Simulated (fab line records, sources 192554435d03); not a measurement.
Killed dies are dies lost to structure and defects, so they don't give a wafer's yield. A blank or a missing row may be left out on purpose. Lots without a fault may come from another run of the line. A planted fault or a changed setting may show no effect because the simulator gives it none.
Chamber matching | flow n5_finfet | N5_DUMMY_GATE_ETCH_32 on rie_si-05: 4 sister chambers
The step etches SiO2 in CF4, target depth 3.5 nm, time 3.9 s. 4 wafers are shown with their chamber, then 12 later ones without.

WAFERS WITH THEIR CHAMBER
wafer  | chamber | throttle_valve_pct (%)
L085.2 | 0       | 22.00
L088.2 | 2       | 22.06
L088.4 | 3       | 21.71
L088.6 | 1       | 22.04

WAFERS WITHOUT THEIR CHAMBER
wafer  | throttle_valve_pct (%)
L089.2 | 22.03
L089.3 | 21.70
L089.6 | 22.06
L092.3 | 21.67
L092.4 | 22.01
L092.6 | 22.04
L095.2 | 22.02
L095.5 | 22.07
L095.6 | 21.70
L096.1 | 21.70
L096.2 | 22.06
L096.3 | 22.04

WHICH CHAMBER EACH WENT THROUGH
wafer  | from the rows above          | in truth
L089.2 | can't be placed: 1 or 2 or 0 | 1
L089.3 | 3                            | 3
L089.6 | can't be placed: 2 or 1      | 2
L092.3 | 3                            | 3
L092.4 | can't be placed: 0 or 1      | 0
L092.6 | can't be placed: 1 or 2      | 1
L095.2 | can't be placed: 0 or 1 or 2 | 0
L095.5 | can't be placed: 2 or 1      | 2
L095.6 | 3                            | 3
L096.1 | 3                            | 3
L096.2 | can't be placed: 2 or 1      | 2
L096.3 | can't be placed: 1 or 2      | 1
Placed correctly: 4 of 12. Can't be placed from these rows: 8 (the true chamber is among the candidates in 8). Placed wrongly: 0.
How it was worked out, from the rows above alone: a wafer's distance from a chamber is the root of the sum, over the readings, of the square of ((its reading less the chamber's mean) divided by the reading's scatter). The wafer belongs to the nearest chamber; if the next one is less than 2 further off, it can't be placed. A chamber's mean is the mean of its shown wafers. The scatter: with one shown wafer a chamber, the root of the mean of the squares of how far each hidden wafer lies from its nearest shown one.
